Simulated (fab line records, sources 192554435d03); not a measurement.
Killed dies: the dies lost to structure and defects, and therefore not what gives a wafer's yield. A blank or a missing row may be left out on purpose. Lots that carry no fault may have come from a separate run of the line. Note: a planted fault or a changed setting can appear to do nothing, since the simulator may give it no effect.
Matching of chambers :: flow n5_finfet :: rie_diel-04 running N5_BEOL_M4_STRIP_19: 4 sister chambers
The step strips in O2. 16 wafers are shown with their chamber, then 8 later ones without.

WAFERS WITH THEIR CHAMBER
wafer: L075.1
chamber: 1
showerhead_plenum_p_Torr (Torr): 2.04
drypump_motor_current_A (A): 6.5
throttle_valve_pct (%): 16.81

wafer: L075.2
chamber: 2
showerhead_plenum_p_Torr (Torr): 2.11
drypump_motor_current_A (A): 5.5
throttle_valve_pct (%): 16.34

wafer: L075.6
chamber: 2
showerhead_plenum_p_Torr (Torr): 2.11
drypump_motor_current_A (A): 5.5
throttle_valve_pct (%): 16.33

wafer: L078.1
chamber: 1
showerhead_plenum_p_Torr (Torr): 2.04
drypump_motor_current_A (A): 6.5
throttle_valve_pct (%): 16.84

wafer: L078.3
chamber: 3
showerhead_plenum_p_Torr (Torr): 2.23
drypump_motor_current_A (A): 5.8
throttle_valve_pct (%): 16.57

wafer: L078.5
chamber: 3
showerhead_plenum_p_Torr (Torr): 2.23
drypump_motor_current_A (A): 5.8
throttle_valve_pct (%): 16.57

wafer: L077.1
chamber: 3
showerhead_plenum_p_Torr (Torr): 2.23
drypump_motor_current_A (A): 5.9
throttle_valve_pct (%): 16.59

wafer: L077.4
chamber: 2
showerhead_plenum_p_Torr (Torr): 2.11
drypump_motor_current_A (A): 5.4
throttle_valve_pct (%): 16.33

wafer: L077.5
chamber: 3
showerhead_plenum_p_Torr (Torr): 2.23
drypump_motor_current_A (A): 5.9
throttle_valve_pct (%): 16.60

wafer: L079.1
chamber: 2
showerhead_plenum_p_Torr (Torr): 2.11
drypump_motor_current_A (A): 5.4
throttle_valve_pct (%): 16.37

wafer: L079.4
chamber: 3
showerhead_plenum_p_Torr (Torr): 2.23
drypump_motor_current_A (A): 5.8
throttle_valve_pct (%): 16.60

wafer: L079.6
chamber: 2
showerhead_plenum_p_Torr (Torr): 2.11
drypump_motor_current_A (A): 5.4
throttle_valve_pct (%): 16.34

wafer: L088.2
chamber: 0
showerhead_plenum_p_Torr (Torr): 2.07
drypump_motor_current_A (A): 5.1
throttle_valve_pct (%): 16.70

wafer: L088.3
chamber: 3
showerhead_plenum_p_Torr (Torr): 2.22
drypump_motor_current_A (A): 5.8
throttle_valve_pct (%): 16.65

wafer: L088.5
chamber: 0
showerhead_plenum_p_Torr (Torr): 2.07
drypump_motor_current_A (A): 5.1
throttle_valve_pct (%): 16.72

wafer: L091.1
chamber: 1
showerhead_plenum_p_Torr (Torr): 2.03
drypump_motor_current_A (A): 6.5
throttle_valve_pct (%): 16.89

SIGNATURES, as means of the wafers listed above
reading: showerhead_plenum_p_Torr
chamber 0: 2.0700
chamber 1: 2.0367
chamber 2: 2.1100
chamber 3: 2.2283
scatter within a chamber: 0.00354

reading: drypump_motor_current_A
chamber 0: 5.100
chamber 1: 6.500
chamber 2: 5.440
chamber 3: 5.833
scatter within a chamber: 0.0459

reading: throttle_valve_pct
chamber 0: 16.7100
chamber 1: 16.8467
chamber 2: 16.3420
chamber 3: 16.5967
scatter within a chamber: 0.0272
Rule: distance of a wafer from a chamber = root of the sum over the readings of ((wafer's reading minus chamber's mean) / reading's scatter) squared. The wafer belongs to the nearest chamber; if the next one is less than 2 further off, it can't be placed. The scatter is the square root of a quotient: the sum, over the shown wafers, of each reading's squared deviation from its chamber's mean, divided by wafers minus chambers.

WAFERS MISSING THEIR CHAMBER
wafer: L091.2
showerhead_plenum_p_Torr (Torr): 2.10
drypump_motor_current_A (A): 5.4
throttle_valve_pct (%): 16.38

wafer: L091.4
showerhead_plenum_p_Torr (Torr): 2.07
drypump_motor_current_A (A): 5.1
throttle_valve_pct (%): 16.70

wafer: L095.1
showerhead_plenum_p_Torr (Torr): 2.10
drypump_motor_current_A (A): 5.4
throttle_valve_pct (%): 16.41

wafer: L095.3
showerhead_plenum_p_Torr (Torr): 2.22
drypump_motor_current_A (A): 5.8
throttle_valve_pct (%): 16.66

wafer: L095.5
showerhead_plenum_p_Torr (Torr): 2.03
drypump_motor_current_A (A): 6.5
throttle_valve_pct (%): 16.89

wafer: L096.1
showerhead_plenum_p_Torr (Torr): 2.09
drypump_motor_current_A (A): 5.4
throttle_valve_pct (%): 16.42

wafer: L096.5
showerhead_plenum_p_Torr (Torr): 2.21
drypump_motor_current_A (A): 5.9
throttle_valve_pct (%): 16.66

wafer: L096.6
showerhead_plenum_p_Torr (Torr): 2.09
drypump_motor_current_A (A): 5.4
throttle_valve_pct (%): 16.41

WHICH CHAMBER EACH ONE RAN IN
wafer: L091.2
from the rows above: 2
in truth: 2

wafer: L091.4
from the rows above: 0
in truth: 0

wafer: L095.1
from the rows above: 2
in truth: 2

wafer: L095.3
from the rows above: 3
in truth: 3

wafer: L095.5
from the rows above: 1
in truth: 1

wafer: L096.1
from the rows above: 2
in truth: 2

wafer: L096.5
from the rows above: 3
in truth: 3

wafer: L096.6
from the rows above: 2
in truth: 2
8 of 8 placed correctly. Can't be placed from these rows: 0. Wrongly placed: 0.
